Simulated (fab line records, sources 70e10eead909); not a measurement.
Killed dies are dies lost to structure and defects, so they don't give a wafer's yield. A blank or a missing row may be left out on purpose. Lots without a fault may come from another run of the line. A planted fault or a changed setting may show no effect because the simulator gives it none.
Which tool did it? | flow nand_harc | 6 lots, 18 wafers sampled, at 3 steps of a route of 1159

WHAT THE GAUGES READ, wafer by wafer
NHARC_A_M1_THK_MEAS_24: measures by xrf.
lot  | measured     | on            | thk_nm (nm)
L809 | day 19 03:45 | film_metro-02 | 154.0 154.4 151.8
L812 | day 19 04:04 | film_metro-02 | 156.3 154.1 156.4
L820 | day 22 14:37 | film_metro-01 | 147.1 148.0 144.5
L828 | day 22 17:58 | film_metro-01 | 153.8 153.8 155.5
L829 | day 22 23:47 | film_metro-02 | 153.6 151.8 152.0
L831 | day 23 12:32 | film_metro-02 | 153.7 154.6 154.3

WHICH TOOL RAN EACH LOT (tool, then ch and the chambers of the sampled wafers, then the start)
lot  | NHARC_A_M1_PRE_CLEAN_30                 | NHARC_A_M1_CMP_23
L809 | pvd_sputter-01, day 19 03:28 or earlier | cmp-02 ch 0,2,3, day 19 03:28
L812 | pvd_sputter-02, day 19 03:47 or earlier | cmp-02 ch 0,1, day 19 03:47
L820 | pvd_sputter-02, day 22 14:18 or earlier | cmp-02 ch 0,3, day 22 14:18
L828 | pvd_sputter-03, day 22 17:40 or earlier | cmp-03 ch 0,1,3, day 22 17:40
L829 | pvd_sputter-01, day 22 23:31 or earlier | cmp-04 ch 0,1,3, day 22 23:31
L831 | pvd_sputter-03, day 23 12:14 or earlier | cmp-03 ch 0,3, day 23 12:14
- NHARC_A_M1_PRE_CLEAN_30: time 30 s.
- NHARC_A_M1_CMP_23: polishes, t overpolish 20 s, target thk 154.34 nm.

THE ANSWER, worked out from the rows above alone
Rule: what is usual is taken from the lots themselves. Put in order of their means at a reading, lots are off if they are a third of the lots or fewer, leave a main group of 4 or more, and stand apart from it by a gap of 3 or more times the standard deviation of the main group's means; of several such gaps the widest counts. A main group whose means are all the same, to the digits that the tables above print for the reading, isn't used. A lot without any number at a reading at which 4 lots or more have one is off too. The other lots that the step has rows for count as sound.
Off: L820, at NHARC_A_M1_THK_MEAS_24 (thk_nm). The main group: mean 154.0 nm, standard deviation 1.
A tool fits if, at a process step before that reading, it ran every lot that is off, and no sound lot after the first of them. The gauges at NHARC_A_M1_THK_MEAS_24 are tried like those tools. NHARC_A_M1_PRE_CLEAN_30 gives no start for some lots, so the hours and the order of its lots are those of NHARC_A_M1_CMP_23. Can't be told from this: 2 tools fit, pvd_sputter-02 at NHARC_A_M1_PRE_CLEAN_30, cmp-02 at NHARC_A_M1_CMP_23.

WHAT THE SIMULATOR HAD PUT IN
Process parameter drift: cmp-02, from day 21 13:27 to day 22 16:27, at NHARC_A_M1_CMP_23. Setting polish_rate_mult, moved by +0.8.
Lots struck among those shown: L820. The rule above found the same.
